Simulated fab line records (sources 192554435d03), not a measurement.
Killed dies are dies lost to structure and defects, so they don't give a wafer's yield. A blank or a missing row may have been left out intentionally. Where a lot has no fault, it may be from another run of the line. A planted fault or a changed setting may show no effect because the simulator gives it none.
Matching of chambers || flow n5-finfet || ald-sin-03 running N5_SD_EPI_N_LINER_46: 4 sister chambers
The step material SiNx, target thk 3 nm. 4 wafers are shown with their chamber, then 9 later ones without.

== EACH WAFER AND ITS CHAMBER ==
{"wafer": "L080.4", "chamber": 1, "heater-power-w (W)": 846}
{"wafer": "L083.1", "chamber": 2, "heater-power-w (W)": 828}
{"wafer": "L083.2", "chamber": 3, "heater-power-w (W)": 737}
{"wafer": "L083.5", "chamber": 0, "heater-power-w (W)": 785}

== WAFERS MISSING THEIR CHAMBER ==
{"wafer": "L084.2", "heater-power-w (W)": 826}
{"wafer": "L084.4", "heater-power-w (W)": 790}
{"wafer": "L084.6", "heater-power-w (W)": 695}
{"wafer": "L095.1", "heater-power-w (W)": 844}
{"wafer": "L095.5", "heater-power-w (W)": 861}
{"wafer": "L095.6", "heater-power-w (W)": 802}
{"wafer": "L097.1", "heater-power-w (W)": 829}
{"wafer": "L097.3", "heater-power-w (W)": 774}
{"wafer": "L097.5", "heater-power-w (W)": 825}

== CHAMBER TAKEN BY EACH ==
{"wafer": "L084.2", "from the rows above": "can't be placed: 2 or 1", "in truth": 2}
{"wafer": "L084.4", "from the rows above": 0, "in truth": 0}
{"wafer": "L084.6", "from the rows above": 3, "in truth": 3}
{"wafer": "L095.1", "from the rows above": "can't be placed: 1 or 2", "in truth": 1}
{"wafer": "L095.5", "from the rows above": "can't be placed: 1 or 2", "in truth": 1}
{"wafer": "L095.6", "from the rows above": "can't be placed: 0 or 2 or 1", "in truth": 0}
{"wafer": "L097.1", "from the rows above": "can't be placed: 2 or 1", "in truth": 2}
{"wafer": "L097.3", "from the rows above": "can't be placed: 0 or 3", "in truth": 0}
{"wafer": "L097.5", "from the rows above": "can't be placed: 2 or 1", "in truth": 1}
Correctly placed: 2 of 9. Unplaceable from these rows: 7, with the true chamber sitting among the candidates in 7. Placed wrongly: 0.
How it was worked out, from the rows above alone: a wafer's distance from a chamber is the root of the sum, over the readings, of the square of ((its reading less the chamber's mean) divided by the reading's scatter). If the next closest chamber is less than 2 further off than the closest, the wafer can't be placed; otherwise it belongs to the closest. The mean given for a chamber averages the wafers shown for that chamber. The scatter (one wafer shown for each chamber): square how far every hidden wafer sits from the nearest shown wafer, average those squares and take the square root.
